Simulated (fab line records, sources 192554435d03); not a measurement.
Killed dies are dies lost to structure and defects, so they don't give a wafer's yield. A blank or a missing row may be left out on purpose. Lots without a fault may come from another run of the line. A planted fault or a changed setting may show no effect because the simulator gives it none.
Chamber matching | flow n5_finfet | N5_BEOL_M11_DESCUM_33 on rie_diel-01: 4 sister chambers
The step chemistry O2, time 7.9 s. 4 wafers are shown with their chamber, then 7 later ones without.

WAFERS WITH THEIR CHAMBER
wafer  | chamber | showerhead_plenum_p_Torr (Torr)
L078.6 | 0       | 2.09
L090.2 | 1       | 2.06
L092.1 | 2       | 1.98
L092.2 | 3       | 2.07

WAFERS WITHOUT THEIR CHAMBER
wafer  | showerhead_plenum_p_Torr (Torr)
L092.3 | 2.08
L094.2 | 2.06
L094.3 | 2.08
L094.5 | 2.06
L093.1 | 2.08
L093.2 | 2.06
L093.3 | 1.98

WHICH CHAMBER EACH WENT THROUGH
wafer  | from the rows above          | in truth
L092.3 | can't be placed: 0 or 3 or 1 | 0
L094.2 | can't be placed: 1 or 3      | 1
L094.3 | can't be placed: 0 or 3 or 1 | 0
L094.5 | can't be placed: 1 or 3      | 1
L093.1 | can't be placed: 0 or 3 or 1 | 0
L093.2 | can't be placed: 1 or 3      | 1
L093.3 | 2                            | 2
Placed correctly: 1 of 7. Can't be placed from these rows: 6 (the true chamber is among the candidates in 6). Placed wrongly: 0.
How it was worked out, from the rows above alone: a wafer's distance from a chamber is the root of the sum, over the readings, of the square of ((its reading less the chamber's mean) divided by the reading's scatter). The wafer belongs to the nearest chamber; if the next one is less than 2 further off, it can't be placed. A chamber's mean is the mean of its shown wafers. The scatter: with one shown wafer a chamber, the root of the mean of the squares of how far each hidden wafer lies from its nearest shown one.
